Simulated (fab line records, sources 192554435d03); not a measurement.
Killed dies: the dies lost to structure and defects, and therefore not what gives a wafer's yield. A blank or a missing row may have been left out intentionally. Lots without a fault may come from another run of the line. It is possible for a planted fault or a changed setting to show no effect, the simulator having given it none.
fab line records | flow n5-finfet
record lots=7 wafers=19 last-day=19
route steps=1938 shown WELL_APT@28 BEOL_M4@1111 PASSIVATION@1936
lots untouched by any fault: they come from a run of this same line in which no faults occurred
start-h: the number of hours between the record's first day and the start of the first shown wafer of the lot | wait-h: hours elapsed since this lot's preceding step | " identical to the entry in the row above | L1.1+2: one row covering several wafers at once | - no value, or no start given | * or withheld: withheld | < > ~ a bound
route shown NAME@n: NAME is a module with steps in the file, n the number in the route of the first one | usual: mean/standard deviation taken from wafers without a fault | same: alike in all rows | chamber/n: place in a boat | sites: each site's reading | _std_site: standard deviation across them | _edge_site: inner sites' mean taken away from outer sites' mean | radius-mm: how far each site lies from the wafer's centre | mask NAME#n: copy n | behind: the most recent tool/chamber to have shaped the wafer | hold: the reason the lot was held/the length of the hold in hours/how it ended | device: the n, p or np transistor that did not switch | end of line: tests of these same wafers at the route's end | a step with no rows: only its recipe | killed: dies that structure and defects cost at the first sort, which is not the same as the wafer's yield | map: a wafer's dies, marking killed ones x, the rest . and places with no die _
set.NAME: the run value of the setting; set.NAME@STEP: its run value at that earlier step | model.NAME: the simulator's own value behind a step, which no gauge read
lots at some steps of the route; a table a step, a row a wafer
services: from which hour (start-h, from the record's first day; less than 0 if before it) a tool's chamber was out of use, for how many hours, and why
## steps
# step N5_WELL_APT_CD_MEAS_08
# recipe target-cd-nm=200 landing-energy-ev=500 detector=se-inlens
# usual cd-nm=199.6/1.6
# columns lot.wafer tool chamber start-h wait-h cd-nm
L436.1 cd-sem-02 0 55.83 - 200.0
L436.2 " 0 " " 199.5
L436.4 " 0 " " 199.2
L438.1 cd-sem-03 0 67.85 - 197.6
L438.2 " 0 " " 199.9
L438.6 " 0 " " 197.5
L440.2 cd-sem-03 0 79.68 - 203.1
L440.4 " 0 " " 201.3
L440.5 " 0 " " 201.8
L441.2 cd-sem-03 0 85.57 - 195.7
L441.4 " 0 " " 198.1
L446.2 cd-sem-03 0 115.60 - 198.2
L446.4 " 0 " " 197.9
L448.1 cd-sem-01 0 127.64 - 198.1
L448.2 " 0 " " 198.7
L448.5 " 0 " " 198.6
L450.1 cd-sem-03 0 139.67 - 197.6
L450.2 " 0 " " 201.5
L450.4 " 0 " " 200.0
# step N5_WELL_APT_OVL_MEAS_09
# recipe points-per-wafer=44
# usual NWELL_OVL=-3/4
# columns lot.wafer tool chamber start-h wait-h NWELL_OVL[nm]
L436.1 overlay-02 0 55.86 0.0 -4
L436.2 " 0 " " -1
L436.4 " 0 " " 0
L438.1 overlay-01 0 67.88 0.0 -6
L438.2 " 0 " " -5
L438.6 " 0 " " -8
L440.2 overlay-02 0 79.71 0.0 -10
L440.4 " 0 " " -6
L440.5 " 0 " " -7
L441.2 overlay-02 0 85.60 0.0 -6
L441.4 " 0 " " -9
L446.2 overlay-02 0 115.63 0.0 -2
L446.4 " 0 " " -9
L448.1 overlay-01 0 127.67 0.0 -2
L448.2 " 0 " " -2
L448.5 " 0 " " 4
L450.1 overlay-02 0 139.70 0.0 3
L450.2 " 0 " " -2
L450.4 " 0 " " -5
# step N5_WELL_APT_INSPECT_10
# recipe mode=adi inspect-instrument=macro
# usual raw-defect-count=2.0/1.3
# columns lot.wafer tool chamber start-h wait-h raw-defect-count
L436.1 defect-inspect-02 - 55.89 0.0 1
L436.2 " - " " 1
L436.4 " - " " 2
L438.1 defect-inspect-01 - 67.90 0.0 1
L438.2 " - " " 2
L438.6 " - " " 1
L440.2 defect-inspect-01 - 79.74 0.0 1
L440.4 " - " " 0
L440.5 " - " " 1
L441.2 defect-inspect-01 - 85.62 0.0 3
L441.4 " - " " 1
L446.2 defect-inspect-02 - 115.65 0.0 4
L446.4 " - " " 2
L448.1 defect-inspect-02 - 127.70 0.0 2
L448.2 " - " " 3
L448.5 " - " " 6
L450.1 defect-inspect-01 - 139.73 0.0 3
L450.2 " - " " 3
L450.4 " - " " 3
# step N5_WELL_APT_DESCUM_13
# recipe chemistry=O2 time-s=7.9 source-power-w=50 bias-power-w=20 pressure-mtorr=20 rf-frequency-hz=2.712e+07 temp-c=40 o2-flow-sccm=225
# usual chamber-pressure-mTorr=19.999/0.019 drypump-motor-current-A=5.7/0.44 oes-product-au=0.79/0.094 rf-vpp-V=243.2/1.2 showerhead-plenum-p-Torr=2.10/0.052 throttle-valve-pct=20.40/0.18
# columns lot.wafer tool chamber start-h wait-h chamber-pressure-mTorr drypump-motor-current-A oes-product-au rf-hours-counter-h rf-vpp-V showerhead-plenum-p-Torr throttle-valve-pct
L436.1 rie-diel-01 1 55.98 0.1 19.991 6.0 0.88 32 244.0 2.14 20.14
L436.2 " 0 " " 19.984 5.8 0.69 234 244.6 2.17 20.52
L436.4 " 2 " " 20.028 5.4 0.95 5 242.2 2.07 20.46
L438.1 rie-diel-01 2 67.94 0.0 20.006 5.4 0.95 9 242.2 2.07 20.46
L438.2 " 0 " " 19.994 5.8 0.70 238 244.3 2.17 20.51
L438.6 " 1 " " 20.014 6.0 0.89 - 244.4 2.13 20.14
L440.2 rie-diel-01 2 79.77 0.0 20.005 5.5 0.92 13 242.6 2.06 20.48
L440.4 " 1 " " 19.986 6.0 0.89 39 242.9 2.13 20.16
L440.5 " 1 " " 19.989 6.0 0.88 - 243.0 2.13 20.13
L441.2 rie-diel-05 0 85.68 0.1 20.003 5.6 0.73 194 241.9 2.08 20.46
L441.4 " 3 " " 19.999 6.6 0.68 - 242.1 2.07 20.39
L446.2 rie-diel-06 1 116.14 0.5 20.042 5.3 0.72 186 242.1 1.98 20.32
L446.4 " 0 " " 19.964 5.5 0.88 42 244.2 2.14 20.08
L448.1 rie-diel-05 2 127.80 0.1 19.971 6.1 0.67 242 243.8 2.15 20.36
L448.2 " 3 " " 20.025 6.6 0.66 248 243.2 2.07 20.42
L448.5 " 0 " " 19.981 5.7 0.72 - 242.1 2.08 20.48
L450.1 rie-diel-05 0 139.76 0.0 19.987 5.7 0.71 212 241.4 2.08 20.50
L450.2 " 2 " " 20.009 6.1 0.67 247 246.2 2.15 20.38
L450.4 " 0 " " 19.990 5.7 0.72 - 242.9 2.08 20.49
# step N5_WELL_APT_IMPLANT_14
# recipe species=P energy-kev=160 dose-cm2=1.5e+13 tilt-deg=0 rotation-deg=0
# step N5_WELL_APT_IMPLANT_15
# recipe species=As energy-kev=25 dose-cm2=1.5e+13 tilt-deg=0 rotation-deg=0
# step N5_WELL_APT_STRIP_16
# recipe chemistry=SPM time-s=900 temp-c=130 h2so4-h2o2-vol-ratio=4 dry=ipa-marangoni
# step N5_WELL_APT_HMDS_18
# recipe time-s=60 temp-c=120
# step N5_WELL_APT_COAT_19
# recipe spin-rpm=1357 resist-thk-nm=950
# step N5_WELL_APT_EBR_21
# recipe solvent=PGMEA ebr-width-mm=1.5
# step N5_WELL_APT_SOFTBAKE_20
# recipe temp-c=130 time-s=60
# step N5_WELL_APT_EXPOSE_22
# recipe mask-id=PWELL na=0.8 source-shape=conventional sigma-outer=0.8 polarization=unpolarized defocus-nm=0 target-cd-nm=200 dose-mj=23.2
# step N5_WELL_APT_PEB_23
# recipe peb-temp-c=130 peb-time-s=90
# usual heater-power-total-W=172.6/0.73
# columns lot.wafer tool chamber start-h wait-h heater-power-total-W
L436.1 litho-track-01 0 57.02 0.1 172.2
L436.2 " 0 " " 173.1
L436.4 " 0 " " 171.8
L438.1 litho-track-01 0 68.85 0.1 173.1
L438.2 " 0 " " 173.0
L438.6 " 0 " " 173.9
L440.2 litho-track-01 0 80.69 0.0 183.1
L440.4 " 0 " " 171.0
L440.5 " 0 " " 172.0
L441.2 litho-track-01 0 86.64 0.0 184.3
L441.4 " 0 " " 172.1
L446.2 litho-track-01 0 117.75 0.0 183.6
L446.4 " 0 " " 173.7
L448.1 litho-track-03 0 128.72 0.1 171.7
L448.2 " 0 " " 172.9
L448.5 " 0 " " 173.0
L450.1 litho-track-03 0 140.68 0.1 172.8
L450.2 " 0 " " 173.7
L450.4 " 0 " " 172.0
# step N5_WELL_APT_DEVELOP_24
# recipe develop-time-s=45 rinse-liquid=surfactant-rinse dry=air-spin dev-temp-c=21
# step N5_WELL_APT_HARDBAKE_29
# recipe temp-c=130 time-s=120
# step N5_WELL_APT_CD_MEAS_25
# recipe target-cd-nm=200 landing-energy-ev=500 detector=se-inlens
# usual cd-nm=199.5/1.9
# columns lot.wafer tool chamber start-h wait-h cd-nm
L436.1 cd-sem-02 0 57.13 - 200.5
L436.2 " 0 " " 197.2
L436.4 " 0 " " 200.7
L438.1 cd-sem-01 0 68.97 - 202.8
L438.2 " 0 " " 199.5
L438.6 " 0 " " 201.8
L440.2 cd-sem-03 0 80.81 - 192.4
L440.4 " 0 " " 200.0
L440.5 " 0 " " 197.2
L441.2 cd-sem-03 0 86.75 - 194.7
L441.4 " 0 " " 195.9
L446.2 cd-sem-01 0 117.87 - 194.5
L446.4 " 0 " " 200.2
L448.1 cd-sem-01 0 128.83 - 200.8
L448.2 " 0 " " 202.7
L448.5 " 0 " " 202.6
L450.1 cd-sem-01 0 140.79 - 200.4
L450.2 " 0 " " 199.1
L450.4 " 0 " " 200.6
# step N5_WELL_APT_OVL_MEAS_26
# recipe points-per-wafer=44
# usual PWELL_OVL=-7/5.3
# columns lot.wafer tool chamber start-h wait-h PWELL_OVL[nm]
L436.1 overlay-01 0 57.16 0.0 -10
L436.2 " 0 " " -13
L436.4 " 0 " " -13
L438.1 overlay-02 0 69.00 0.0 -2
L438.2 " 0 " " 10
L438.6 " 0 " " 4
L440.2 overlay-02 0 80.84 0.0 -4
L440.4 " 0 " " -1
L440.5 " 0 " " -7
L441.2 overlay-02 0 86.78 0.0 -5
L441.4 " 0 " " -8
L446.2 overlay-01 0 117.90 0.0 -10
L446.4 " 0 " " -10
L448.1 overlay-01 0 128.86 0.0 -13
L448.2 " 0 " " -18
L448.5 " 0 " " 0
L450.1 overlay-02 0 140.82 0.0 -9
L450.2 " 0 " " -7
L450.4 " 0 " " -11
# step N5_WELL_APT_INSPECT_27
# recipe mode=adi inspect-instrument=macro
# usual raw-defect-count=2.0/1.3
# columns lot.wafer tool chamber start-h wait-h raw-defect-count
L436.1 defect-inspect-01 - 57.19 0.0 4
L436.2 " - " " 1
L436.4 " - " " 5
L438.1 defect-inspect-02 - 69.02 0.0 5
L438.2 " - " " 1
L438.6 " - " " 2
L440.2 defect-inspect-01 - 80.86 0.0 1
L440.4 " - " " 1
L440.5 " - " " 2
L441.2 defect-inspect-01 - 86.81 0.0 2
L441.4 " - " " 1
L446.2 defect-inspect-02 - 117.92 0.0 1
L446.4 " - " " 1
L448.1 defect-inspect-01 - 128.89 0.0 4
L448.2 " - " " 1
L448.5 " - " " 2
L450.1 defect-inspect-01 - 140.85 0.0 3
L450.2 " - " " 4
L450.4 " - " " 3
# step N5_WELL_APT_DESCUM_30
# recipe chemistry=O2 time-s=7.9 source-power-w=50 bias-power-w=20 pressure-mtorr=20 rf-frequency-hz=2.712e+07 temp-c=40 o2-flow-sccm=225
# usual chamber-pressure-mTorr=19.999/0.021 drypump-motor-current-A=5.7/0.41 oes-product-au=0.79/0.097 rf-vpp-V=243.2/1.3 showerhead-plenum-p-Torr=2.10/0.054 throttle-valve-pct=20.41/0.19
# columns lot.wafer tool chamber start-h wait-h chamber-pressure-mTorr drypump-motor-current-A oes-product-au rf-hours-counter-h rf-vpp-V showerhead-plenum-p-Torr throttle-valve-pct model.WELL_APT.cd-nm
L436.1 rie-diel-05 1 57.24 0.1 20.006 5.8 0.70 177 241.6 2.01 20.69 200.4
L436.2 " 2 " " 20.047 6.1 0.69 220 244.8 2.16 20.33 197.3
L436.4 " 0 " " 19.996 5.7 0.74 184 242.3 2.09 20.45 200.5
L438.1 rie-diel-05 1 69.06 0.0 19.983 5.8 0.71 182 242.3 2.01 20.71 202.5
L438.2 " 0 " " 20.024 5.7 0.74 187 242.9 2.09 20.44 199.5
L438.6 " 3 " " 20.049 6.6 0.68 - 242.4 2.08 20.39 201.5
L440.2 rie-diel-01 0 80.91 0.0 20.014 5.8 0.70 242 244.9 2.16 20.54 192.1
L440.4 " 1 " " 19.994 6.0 0.87 39 244.8 2.13 20.14 199.7
L440.5 " 3 " " 19.998 6.0 0.83 - 243.6 2.10 20.48 197.3
L441.2 rie-diel-01 2 86.84 0.0 20.001 5.4 0.92 16 242.6 2.06 20.49 194.6
L441.4 " 3 " " 20.012 6.0 0.83 71 243.1 2.10 20.49 196
L446.2 rie-diel-06 0 118.18 0.3 20.053 5.5 0.88 43 243.8 2.14 20.10 194.7
L446.4 " 1 " " 20.008 5.3 0.73 186 242.5 1.98 20.33 197.9
L448.1 rie-diel-05 1 128.92 0.0 20.007 5.8 0.70 195 240.5 2.00 20.71 200.8
L448.2 " 2 " " 19.993 6.1 0.67 243 243.8 2.15 20.35 202.7
L448.5 " 0 " " 19.965 5.7 0.72 - 243.2 2.08 20.49 202.4
L450.1 rie-diel-05 1 140.96 0.1 19.997 5.8 0.70 200 241.8 2.00 20.73 200.1
L450.2 " 2 " " 19.999 6.1 0.66 247 246.8 2.15 20.36 199.1
L450.4 " 2 " " 20.028 6.1 0.67 - 244.7 2.15 20.38 200.5
# step N5_WELL_APT_IMPLANT_31
# recipe species=B energy-kev=60 dose-cm2=1.5e+13 tilt-deg=0 rotation-deg=0
# step N5_BEOL_M4_RC_MEAS_101
# usual DIBL_N=36.3/1.7 DIBL_P=36.5/2.1 IOFF_N=0.16/0.03 IOFF_P=0.22/0.035 ION_N=675/11 ION_P=465/7.1 SS_N=71.5/0.62 SS_P=73.3/0.64 VT_N=250/3.1 VT_P=-249.1/3
# columns lot.wafer tool chamber start-h wait-h DIBL_N[mV/V] DIBL_P[mV/V] IOFF_N[nA/um] IOFF_P[nA/um] ION_N[uA/um] ION_P[uA/um] SS_N[mV/dec] SS_P[mV/dec] VT_N[mV] VT_P[mV]
L436.1 prober-02 0 201.74 0.0 36.5 34.6 0.15 0.21 683 466 72.1 72.5 251 -249.8
L436.2 " 0 " " 36.5 35.3 0.15 0.21 673 467 72.0 73.9 250 -249.7
L436.4 " 0 " " 37.1 35.7 0.17 0.24 672 469 72.1 73.0 248 -246.0
L438.1 prober-02 0 219.13 0.0 38.4 39.2 0.19 0.30 676 466 72.4 74.7 247 -244.3
L438.2 " 0 " " 35.0 34.3 0.12 0.20 672 471 71.5 73.0 250 -250.5
L438.6 " 0 " " 36.1 35.7 0.14 0.21 673 471 71.5 73.1 251 -249.2
L440.2 prober-02 0 226.60 0.2 35.6 33.2 0.14 0.18 665 456 70.7 73.3 250 -251.6
L440.4 " 0 " " 35.3 34.0 0.12 0.19 663 466 71.8 73.2 252 -247.7
L440.5 " 0 " " 32.5 31.1 0.10 0.15 662 466 69.9 72.9 254 -252.9
L441.2 prober-01 0 299.82 0.2 38.4 39.9 0.22 0.27 679 465 73.0 74.6 243 -249.3
L441.4 " 0 " " 33.8 34.4 0.13 0.18 676 464 71.4 72.3 252 -251.8
L448.1 prober-02 0 303.34 0.0 37.4 38.4 0.19 0.22 678 456 72.4 73.4 247 -251.5
L448.2 " 0 " " 35.2 35.1 0.13 0.17 661 455 71.6 73.1 252 -253.8
L448.5 " 0 " " 38.4 39.3 0.20 0.24 668 455 71.8 73.9 248 -248.0
L446.2 prober-01 0 321.70 0.2 34.7 37.3 0.13 0.19 671 461 71.5 72.5 252 -250.1
L446.4 " 0 " " 32.1 33.2 0.09 0.14 647 451 70.6 70.9 260 -257.1
L450.1 prober-01 0 327.19 0.0 38.0 38.1 0.19 0.23 695 465 71.6 73.8 245 -249.2
L450.2 " 0 " " 38.3 36.0 0.18 0.19 660 452 72.7 71.6 250 -254.6
L450.4 " 0 " " 39.9 39.1 0.21 0.24 680 461 71.8 74.6 246 -252.0
# step N5_PASSIVATION_PROBE_49
# usual defect-limited-yield=91.2/1.4 killed_at_M0_to_M3=36/10 killed_at_M4_up=13/5.1 killed-at-contacts=12/5.4 killed-at-front-end=39/11 killed-at-other=3.5/2.4 killed-dies=104/17 killed-open=67/13 killed-short=36/8.3 sort_bin_5_function=5.2/0.98 sort_bin_6_memory=3.3/0.68 sort-n-pass=1076/17 sort-yield-pct=91.2/1.4
# same gross-dies=1180 killed-at-back-side=0 sort_bin_4_leakage[%]=0 sort_bin_8_speed[%]=0
# columns lot.wafer tool chamber start-h wait-h defect-limited-yield[%] killed_at_M0_to_M3 killed_at_M4_up killed-at-contacts killed-at-front-end killed-at-other killed-dies killed-open killed-short sort_bin_5_function[%] sort_bin_6_memory[%] sort-n-pass sort-yield-pct[%]
L438.6 prober-01 - 305.46 0.3 90.8 25 13 7 54 10 109 54 55 5.9 2.8 1071 90.8
L441.2 prober-01 - 410.53 0.3 90.1 48 16 10 43 0 117 78 37 5.8 3.7 1063 90.1
L446.2 prober-01 - 448.88 0.1 88.6 46 21 8 58 1 134 81 52 7.5 3.6 1046 88.6
L446.4 prober-01 - 448.98 0.2 91.3 25 14 8 53 3 103 65 37 5.5 3.0 1077 91.3
# killed by level:class
L438.6 FIN_SAQP:geometric-particle:short=18 FIN_SAQP:geometric-particle:open=16 BEOL_M0_SAQP:geometric-particle:short=10 PASS1_CAP:geometric-particle:short=5 MOL_CONTACT_COAG:geometric-particle:open=5 BEOL_M0_SAQP:geometric-particle:open=5 BEOL_M4:geometric-particle:short=4 DUMMY_GATE:geometric-particle:short=3
L441.2 BEOL_M0_SAQP:geometric-particle:open=18 FIN_SAQP:geometric-particle:short=11 FIN_SAQP:geometric-particle:open=10 BEOL_M0_SAQP:geometric-particle:short=10 MOL_CONTACT_COAG:geometric-particle:open=9 BEOL_M2:geometric-particle:open=7 BEOL_M3:geometric-particle:open=7 STI_FIN_REVEAL:geometric-particle:open=6
L446.2 STI_FIN_REVEAL:geometric-particle:open=16 BEOL_M0_SAQP:geometric-particle:short=12 FIN_SAQP:geometric-particle:short=10 BEOL_M0_SAQP:geometric-particle:open=10 BEOL_M2:geometric-particle:open=10 BEOL_M4:geometric-particle:open=9 FIN_SAQP:geometric-particle:open=8 GATE_CUT:geometric-particle:short=7
L446.4 STI_FIN_REVEAL:geometric-particle:open=14 GATE_CUT:geometric-particle:short=9 BEOL_M0_SAQP:geometric-particle:open=9 BEOL_M4:geometric-particle:open=8 FIN_SAQP:geometric-particle:open=7 BEOL_M0_SAQP:geometric-particle:short=7 FIN_SAQP:geometric-particle:short=6 MOL_CONTACT_COAG:geometric-particle:open=6
## services
# columns tool chamber start-h hours kind
rie-diel-05 0 65.41 2.3 repair
rie-diel-05 2 83.44 2.5 repair
litho-track-03 - 91.35 - consumable-replace:filter
rie-diel-01 0 100.97 - clean
rie-diel-01 0 100.97 - consumable-replace:focus-ring
rie-diel-01 0 100.97 22.1 scheduled-down
rie-diel-01 0 100.97 22.1 vent-cycle
rie-diel-05 - 106.30 2.8 pm
rie-diel-06 1 121.89 3.9 repair
rie-diel-05 3 134.17 - clean
rie-diel-05 3 134.17 - consumable-replace:focus-ring
rie-diel-05 3 134.17 13.7 scheduled-down
rie-diel-05 3 134.17 13.7 vent-cycle
## key
first-sign step=N5_WELL_APT_PEB_23 reading=heater-power-total-W direction=up sigmas=15 usual=* struck=*
effect step=N5_WELL_APT_CD_MEAS_25 reading=cd-nm direction=down sigmas=3 usual=199.5 struck=193.9
model-effect step=N5_WELL_APT_DESCUM_30 value=WELL_APT.cd-nm without=199 struck=193.8
met-at N5_WELL_APT_PEB_23
struck-wafers L440.2,L441.2,L446.2
onset-between 68.85 80.69
fault kind=process-parameter-drift tool=litho-track-01 chamber=- onset-h=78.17 steps=N5_WELL_APT_PEB_23 channel=peb-time-s offset=* shape=step end-h=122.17 scope=struck-wafers-only acts-in=* stated=*
